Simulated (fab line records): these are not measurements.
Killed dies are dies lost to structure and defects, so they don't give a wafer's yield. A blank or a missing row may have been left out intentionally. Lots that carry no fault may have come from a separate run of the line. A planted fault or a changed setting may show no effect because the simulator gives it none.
Which tool did it?	flow n5 finfet	10 lots, 29 wafers sampled, at 6 steps of a route of 1938

== WHAT THE GAUGES SHOWED, per wafer ==
N5_BEOL_M4_RC_MEAS_101.
lot	measured	on	DIBL_N (mV/V)	DIBL_P (mV/V)	IOFF_N (nA/um)	IOFF_P (nA/um)	ION_N (uA/um)	ION_P (uA/um)	SS_N (mV/dec)	SS_P (mV/dec)	VT_N (mV)	VT_P (mV)
L749	day 8 19:38	prober-01	37.7 32.4 36.1	39.0 32.8 37.3	0.21 0.11 0.18	0.24 0.15 0.21	684 666 682	467 458 465	72.2 70.6 71.9	74.0 72.1 73.8	244.9 253.1 246.9	-249 -256 -250
L748	day 9 01:41	prober-02	37.2 34.4 36.1	37.9 34.7 36.9	0.19 0.15 0.16	0.27 0.20 0.24	674 675 679	466 464 473	71.7 72.2 72.1	73.9 72.8 74.3	244.5 250.0 250.0	-245 -248 -245
L750	day 8 22:56	prober-02	38.7 35.8 34.1	40.6 36.7 33.8	0.22 0.14 0.12	0.26 0.18 0.15	701 676 667	473 455 454	72.0 71.4 71.0	74.6 73.2 72.5	242.9 251.4 251.3	-248 -256 -256
L751	day 9 10:14	prober-02	36.0 37.9 35.0	36.5 39.2 35.4	0.17 0.21 0.15	0.24 0.29 0.21	691 684 684	468 471 469	71.0 71.7 70.8	73.2 74.4 73.2	248.1 245.2 249.1	-247 -246 -249
L753	day 9 19:16	prober-02	36.6 37.9 38.8	35.3 38.5 38.1	0.14 0.18 0.19	0.16 0.22 0.21	663 684 681	449 464 463	72.0 72.4 71.7	72.9 74.1 74.2	253.8 248.7 249.6	-254 -253 -253
L755	day 10 03:49	prober-01	37.7 37.6 34.5	37.9 37.6 35.4	0.15 0.16 0.11	0.19 0.18 0.15	665 673 655	458 454 452	71.3 71.9 70.6	74.0 72.9 73.1	251.8 252.4 255.9	-255 -257 -258
L759	day 11 19:23	prober-02	37.0 38.2	38.1 39.8	0.16 0.20	0.19 0.23	679 686	458 465	71.3 72.0	74.2 74.5	249.1 248.2	-253 -250
L760	day 12 19:37	prober-02	38.4 40.1 35.5	37.8 40.3 35.3	0.18 0.21 0.12	0.22 0.27 0.19	676 688 671	461 474 467	70.8 71.5 70.7	73.7 74.3 73.8	247.8 247.0 252.9	-251 -247 -252
L767	day 14 01:49	prober-02	35.7 35.8 37.6	35.8 34.0 37.0	0.15 0.15 0.17	0.21 0.19 0.22	669 673 674	465 461 468	71.6 72.0 72.0	73.1 72.5 73.2	250.2 251.8 251.1	-251 -252 -249
L768	day 14 06:01	prober-01	38.4 37.4 37.3	37.9 36.2 35.7	0.20 0.18 0.17	0.24 0.22 0.21	695 678 666	469 461 461	72.2 72.0 71.5	74.3 73.4 73.1	243.4 247.8 249.1	-249 -251 -252

== EACH LOT AND THE TOOL THAT RAN IT (in order: tool; ch and the chambers of the sampled wafers; start) ==
lot	N5_MOL_CONTACT_COAG_TI_SIL_19	N5_MOL_CONTACT_COAG_SPUTTER_143	N5_MOL_CONTACT_COAG_SPUTTER_130	N5_MOL_CONTACT_COAG_CMP_23	N5_MOL_CONTACT_COAG_ALD_27
L749	pvd sputter-01, day 5 10:19	pvd sputter-01, day 5 13:14	pvd sputter-03, day 5 16:07	cmp-02 ch 1,3, day 5 16:17	ald sin-03 ch 0,1, day 5 17:07
L748	pvd sputter-03, day 5 13:05	pvd sputter-01, day 5 14:34	pvd sputter-01, day 5 16:52	cmp-04 ch 1,3, day 5 17:04	ald sin-02 ch 0,2, day 5 18:32
L750	pvd sputter-03, day 5 19:05	pvd sputter-01, day 5 21:06	pvd sputter-02, day 5 23:29	cmp-04 ch 2,3, day 5 23:46	ald sin-03 ch 1,2,3, day 6 00:35
L751	pvd sputter-02, day 5 23:15	pvd sputter-01, day 6 01:50	pvd sputter-03, day 6 04:23	cmp-01 ch 0,3, day 6 04:35	ald sin-02 ch 1,2,3, day 6 05:25
L753	pvd sputter-03, day 6 06:53	pvd sputter-02, day 6 07:45	pvd sputter-03, day 6 10:25	cmp-01 ch 0,1,3, day 6 10:38	ald sin-01 ch 0,3, day 6 11:25
L755	pvd sputter-01, day 6 18:04	pvd sputter-03, day 6 19:16	pvd sputter-02, day 6 22:29	cmp-01 ch 0,1,3, day 6 22:40	ald sin-01 ch 0,1,2, day 6 23:29
L759	pvd sputter-01, day 8 02:17	pvd sputter-01, day 8 03:04	pvd sputter-03, day 8 05:07	cmp-04 ch 1,3, day 8 05:25	ald sin-02 ch 1,3, day 8 06:10
L760	pvd sputter-02, day 8 05:31	pvd sputter-03, day 8 07:56	pvd sputter-02, day 8 12:10	cmp-02 ch 0,1,2, day 8 12:25	ald sin-02 ch 1,2, day 8 13:10
L767	pvd sputter-02, day 9 18:15	pvd sputter-01, day 9 19:50	pvd sputter-02, day 9 23:27	cmp-01 ch 1,2,3, day 9 23:49	ald sin-01 ch 0,1,3, day 10 00:37
L768	pvd sputter-02, day 10 02:34	pvd sputter-01, day 10 04:16	pvd sputter-02, day 10 07:20	cmp-04 ch 0,1,2, day 10 07:31	ald sin-01 ch 0,2,3, day 10 08:20
- N5_MOL_CONTACT_COAG_TI_SIL_19: material Ti, target thk 4.2 nm, time 15 s.
- N5_MOL_CONTACT_COAG_SPUTTER_143: material Co, target thk 2.5 nm.
- N5_MOL_CONTACT_COAG_SPUTTER_130: material Co, target thk 47.5 nm.
- N5_MOL_CONTACT_COAG_CMP_23: polishes, stops on SiO2, t overpolish 1.5 s, target thk 0 nm.
- N5_MOL_CONTACT_COAG_ALD_27: deposits SiOC, target thk 17 nm, pulse time 1.5 s, time 2720 s.

== AS READ BY THE TOOLS THEMSELVES (means over the sampled wafers that have a number; for cases with no such wafer, the mark the record gives instead) ==
N5_MOL_CONTACT_COAG_TI_SIL_19.
lot	tool	throttle valve pct (%)
L749	pvd sputter-01	30.6
L748	pvd sputter-03	30.3
L750	pvd sputter-03	30.2
L751	pvd sputter-02	28.8
L753	pvd sputter-03	29.9
L755	pvd sputter-01	30.2
L759	pvd sputter-01	31.8
L760	pvd sputter-02	29.2
L767	pvd sputter-02	29.4
L768	pvd sputter-02	29.0

N5_MOL_CONTACT_COAG_SPUTTER_143.
lot	tool	throttle valve pct (%)
L749	pvd sputter-01	30.6
L748	pvd sputter-01	30.2
L750	pvd sputter-01	29.9
L751	pvd sputter-01	31.1
L753	pvd sputter-02	29.1
L755	pvd sputter-03	29.7
L759	pvd sputter-01	30.4
L760	pvd sputter-03	29.6
L767	pvd sputter-01	31.2
L768	pvd sputter-01	30.2

N5_MOL_CONTACT_COAG_SPUTTER_130.
lot	tool	throttle valve pct (%)
L749	pvd sputter-03	29.6
L748	pvd sputter-01	30.7
L750	pvd sputter-02	28.6
L751	pvd sputter-03	30.3
L753	pvd sputter-03	30.3
L755	pvd sputter-02	28.7
L759	pvd sputter-03	28.8
L760	pvd sputter-02	28.4
L767	pvd sputter-02	28.7
L768	pvd sputter-02	29.1

N5_MOL_CONTACT_COAG_CMP_23.
lot	tool	motor current A (A)	time to endpoint s (s)
L749	cmp-02	7.6	8.7
L748	cmp-04	8.4	11.1
L750	cmp-04	8.9	10.6
L751	cmp-01	8.4	6.7
L753	cmp-01	8.5	7.9
L755	cmp-01	8.3	6.7
L759	cmp-04	7.9	12.9
L760	cmp-02	8.3	5.4
L767	cmp-01	7.8	12.1
L768	cmp-04	8.9	9.3

N5_MOL_CONTACT_COAG_ALD_27.
lot	tool	chamber pressure Torr (Torr)	heater power outer w (W)	heater power w (W)	precursor pulse height rel
L749	ald sin-03	1.997	485	814	1.001
L748	ald sin-02	1.998	586	916	1.001
L750	ald sin-03	1.998	470	776	0.992
L751	ald sin-02	1.995	539	860	0.987
L753	ald sin-01	2.007	532	803	0.991
L755	ald sin-01	2.002	526	842	1.006
L759	ald sin-02	1.996	536	864	0.976
L760	ald sin-02	1.999	548	845	1.003
L767	ald sin-01	2.000	539	819	1.009
L768	ald sin-01	2.000	471	758	1.014

== THE ANSWER, worked out from the rows above alone ==
Rule: what is usual is taken from the lots themselves. The widest of any qualifying gaps counts: lots, ordered by their means at a reading, are off when they make up no more than a third of the lots, leave a main group of 4 or more, and stand apart from it by 3 or more times the standard deviation of that group's means. Not used: any main group whose means are identical at the precision the tables above print for the reading. A lot without any number at a reading at which 4 lots or more have one is off too. Where the step has rows for the other lots, those lots are counted as sound. After the gauges, taken in route order, come the tools' own readings; for these a lot's mean is taken, as printed above. At the first step where some lot is off, the reading lying furthest off is the one used; lots without a number count as furthest.
Nothing can be told from this: no lot is off at any reading shown.

== WHAT THE SIMULATOR PUT IN ==
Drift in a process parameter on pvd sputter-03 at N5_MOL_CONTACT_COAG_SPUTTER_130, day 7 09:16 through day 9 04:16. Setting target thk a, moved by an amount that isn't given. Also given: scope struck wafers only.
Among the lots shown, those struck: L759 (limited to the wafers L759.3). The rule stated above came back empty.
